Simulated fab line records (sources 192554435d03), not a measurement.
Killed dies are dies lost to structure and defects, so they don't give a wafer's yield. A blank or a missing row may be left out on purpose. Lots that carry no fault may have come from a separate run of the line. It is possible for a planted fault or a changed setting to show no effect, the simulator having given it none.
Split-lot experiment    flow n5-finfet    route with 1938 steps; 7 lots, 21 wafers read

== ON THE SPLIT ==
At N5_MOL_CONTACT_COAG_EXPOSE_05 (exposes mask CA, defocus 0 nm), the setting dose-mj was moved away from the recipe's 38.25 on 8 of the 21 wafers read, by -5.6% to +6.6%. All remaining wafers had this setting at the recipe value.

== FROM THE SPLIT TO THE READING: what the file shows between them, 2 steps ==
- N5_MOL_CONTACT_COAG_PEB_06: peb time 60 s
- N5_MOL_CONTACT_COAG_DEVELOP_07: develop time 30 s

== THE READING ==
Shown in nm: cd-nm at N5_MOL_CONTACT_COAG_CD_MEAS_08, with target cd 28 nm. Fault-free wafers of this fab line usually give 27.99 nm, standard deviation 0.25 nm.

wafer   tool, chamber at the split  dose-mj as run  against the recipe  cd-nm, nm  against lot-mates on the recipe
L080.1  euv-scanner-01, 0           38.25           recipe              27.88      -
L080.3  euv-scanner-01, 0           38.25           recipe              27.77      -
L080.6  euv-scanner-01, 0           38.25           recipe              27.75      -
L081.1  euv-scanner-01, 0           38.25           recipe              27.93      -
L081.4  euv-scanner-01, 0           40.76           +6.6%               29.53      +1.55
L081.6  euv-scanner-01, 0           38.25           recipe              28.03      -
L082.2  euv-scanner-01, 0           40.16           +5.0%               29.11      +1.22
L082.4  euv-scanner-01, 0           40.16           +5.0%               28.99      +1.10
L082.5  euv-scanner-01, 0           38.25           recipe              27.89      -
L083.4  euv-scanner-01, 0           38.25           recipe              27.74      -
L083.5  euv-scanner-01, 0           38.25           recipe              28.64      -
L083.6  euv-scanner-01, 0           38.25           recipe              27.92      -
L089.2  euv-scanner-02, 0           38.25           recipe              28.24      -
L089.3  euv-scanner-02, 0           36.09           -5.6%               26.31      -1.93
L089.4  euv-scanner-02, 0           36.09           -5.6%               26.70      -1.54
L093.1  euv-scanner-01, 0           38.25           recipe              27.80      -
L093.4  euv-scanner-01, 0           38.25           recipe              28.12      -
L093.5  euv-scanner-01, 0           38.25           recipe              28.16      -
L094.2  euv-scanner-02, 0           39.27           +2.7%               28.42      no lot-mate on the recipe
L094.3  euv-scanner-02, 0           39.27           +2.7%               28.62      no lot-mate on the recipe
L094.6  euv-scanner-02, 0           39.27           +2.7%               28.13      no lot-mate on the recipe

THE FIT
A straight line over all 21 wafers: cd-nm changes by +0.233 nm for each +1% of dose-mj; r = +0.94; the points scatter about the line by 0.24 nm.
The same after taking each lot's own level away (the mean of its wafers on the recipe; 18 wafers): +0.266 nm for each +1%; r = +0.97; scatter 0.22 nm.
Per that fit: largest dose-mj move, reading shift of 1.7 nm.
Across the lots, their own levels run from 27.800 to 28.240 nm, a range of 1.8 times the standard deviation given above.
So the slope is not independent of the lot-to-lot level: the two fits are not the same.
Check: +1.75 nm against its lot-mates is what the line predicts for one of the wafers moved furthest among these (+6.6%) when that wafer is left out of the fit. It came out at +1.55 nm against them.

== OTHER SPLITS APPLIED TO THESE WAFERS ==
Before the reading, these wafers also passed through other splits. Each is held against what the fit with the lots' levels taken away leaves over:
other split on the same wafers  wafers away from the commonest value  r with cd-nm (lot level and that fit taken away)
N5_HKMG_FIN_EXPOSE_46 dose-mj   5                                     +0.06
N5_HKMG_FIN_ETCH_31 bias-w      5                                     +0.03
N5_HKMG_FIN_ETCH_35 bias-w      8                                     -0.17

== THE WHOLE CHAIN: every reading that the file lists as answering this split, in the file's order ==
step                            what it does                                                 reading                                                                         change (the file's fit)                r (the file's)
N5_MOL_CONTACT_COAG_CD_MEAS_08  target cd 28 nm                                              cd-nm                                                                           +0.257 nm for each +1% of the setting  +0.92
N5_MOL_CONTACT_COAG_ETCH_59     etches underlayer in N2/H2, target depth 13 nm, time 10.4 s  MOL_CONTACT_COAG.cd-offset-nm (the simulator's own value, which no gauge read)  +0.213 nm for each +1% of the setting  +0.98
N5_MOL_CONTACT_COAG_ETCH_105    etches SiARC in CF4, target depth 15.6 nm, time 26 s         MOL_CONTACT_COAG.cd-offset-nm (the simulator's own value, which no gauge read)  +0.221 nm for each +1% of the setting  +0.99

== FILE'S OWN FIT ==
cd-nm changes by +0.257 nm for each +1% of dose-mj, r = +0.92.
